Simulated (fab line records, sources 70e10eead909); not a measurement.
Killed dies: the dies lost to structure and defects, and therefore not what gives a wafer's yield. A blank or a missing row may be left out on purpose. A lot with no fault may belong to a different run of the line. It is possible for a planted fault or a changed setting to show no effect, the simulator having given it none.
Matching of chambers | flow nand_harc | cmp-04 running NHARC_A_BONDPAD_CMP_29: 4 sister chambers
The step polishes SiCN, target thk 200 nm. 18 wafers are shown with their chamber, then 9 later ones without.

WAFERS PAIRED WITH THEIR CHAMBERS
wafer  | chamber | motor_current_A (A)
L074.1 | 1       | 11.8
L074.2 | 0       | 11.1
L074.3 | 2       | 13.6
L077.2 | 2       | 14.3
L077.4 | 1       | 11.7
L077.5 | 2       | 13.4
L080.1 | 0       | 11.0
L080.5 | 3       | 12.1
L080.6 | 0       | 10.5
L082.2 | 0       | 10.7
L082.4 | 3       | 11.4
L082.5 | 0       | 11.3
L083.1 | 0       | 10.9
L083.4 | 2       | 13.4
L083.6 | 1       | 11.5
L088.1 | 2       | 13.5
L088.3 | 1       | 12.2
L088.4 | 3       | 11.4

SIGNATURES (averages over the wafers above)
reading         | chamber 0 | chamber 1 | chamber 2 | chamber 3 | scatter within a chamber
motor_current_A | 10.917    | 11.800    | 13.640    | 11.633    | 0.335
Rule: a wafer's distance from a chamber is the root of the sum, over the readings, of the square of ((its reading less the chamber's mean) divided by the reading's scatter). The wafer belongs to the nearest chamber; if the next one is less than 2 further off, it can't be placed. The scatter: the root of (the sum of the squares of (reading less its chamber's mean) over the shown wafers, divided by (wafers less chambers)).

WAFERS WITH NO CHAMBER GIVEN
wafer  | motor_current_A (A)
L085.1 | 11.0
L085.3 | 12.3
L085.6 | 12.3
L087.2 | 14.4
L087.3 | 11.0
L087.4 | 12.2
L093.1 | 11.4
L093.3 | 12.2
L093.4 | 13.8

WHICH CHAMBER EACH ONE RAN IN
wafer  | from the rows above          | in truth
L085.1 | can't be placed: 0 or 3      | 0
L085.3 | can't be placed: 1 or 3      | 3
L085.6 | can't be placed: 1 or 3      | 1
L087.2 | 2                            | 2
L087.3 | can't be placed: 0 or 3      | 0
L087.4 | can't be placed: 1 or 3      | 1
L093.1 | can't be placed: 3 or 1 or 0 | 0
L093.3 | can't be placed: 1 or 3      | 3
L093.4 | 2                            | 2
2 of 9 placed correctly. These rows do not allow placing 7 (true chamber among the candidates in 7). Wrongly placed: 0.
